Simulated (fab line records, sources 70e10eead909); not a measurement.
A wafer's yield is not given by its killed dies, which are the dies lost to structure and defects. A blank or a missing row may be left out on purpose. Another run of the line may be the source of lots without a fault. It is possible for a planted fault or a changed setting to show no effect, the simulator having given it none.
Matching of chambers | flow nand harc | 4 sister chambers for NHARC_A_CONTACT_ALD_18 on ald metal-01
The step deposits TiN, target thk 3 nm, pulse time 1 s, ald cycles 150. 4 wafers are shown with their chamber, then 7 later ones without.

EACH WAFER AND ITS CHAMBER
wafer  | chamber | heater power w (W)
L080.5 | 2       | 1212
L085.5 | 3       | 1092
L093.2 | 1       | 1170
L093.3 | 0       | 1021

WAFERS WITH NO CHAMBER GIVEN
wafer  | heater power w (W)
L093.6 | 1032
L094.1 | 1009
L094.3 | 1148
L094.5 | 1083
L092.1 | 1114
L092.2 | 1047
L092.6 | 1161

CHAMBER TAKEN BY EACH
wafer  | from the rows above     | in truth
L093.6 | 0                       | 0
L094.1 | 0                       | 0
L094.3 | can't be placed: 1 or 3 | 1
L094.5 | 3                       | 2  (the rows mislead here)
L092.1 | can't be placed: 3 or 1 | 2
L092.2 | can't be placed: 0 or 3 | 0
L092.6 | 1                       | 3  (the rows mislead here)
Placed correctly: 2 of 7. These rows do not allow placing 3 (true chamber among the candidates in 2). 2 placed wrongly.
How it was worked out, from the rows above alone: a wafer's distance from a chamber is the root of the sum, over the readings, of the square of ((its reading less the chamber's mean) divided by the reading's scatter). The wafer belongs to the nearest chamber; if the next one is less than 2 further off, it can't be placed. Each chamber's mean is taken over the wafers shown for it. The scatter: root of mean squared gap, hidden wafer to nearest shown wafer, with one shown wafer a chamber.
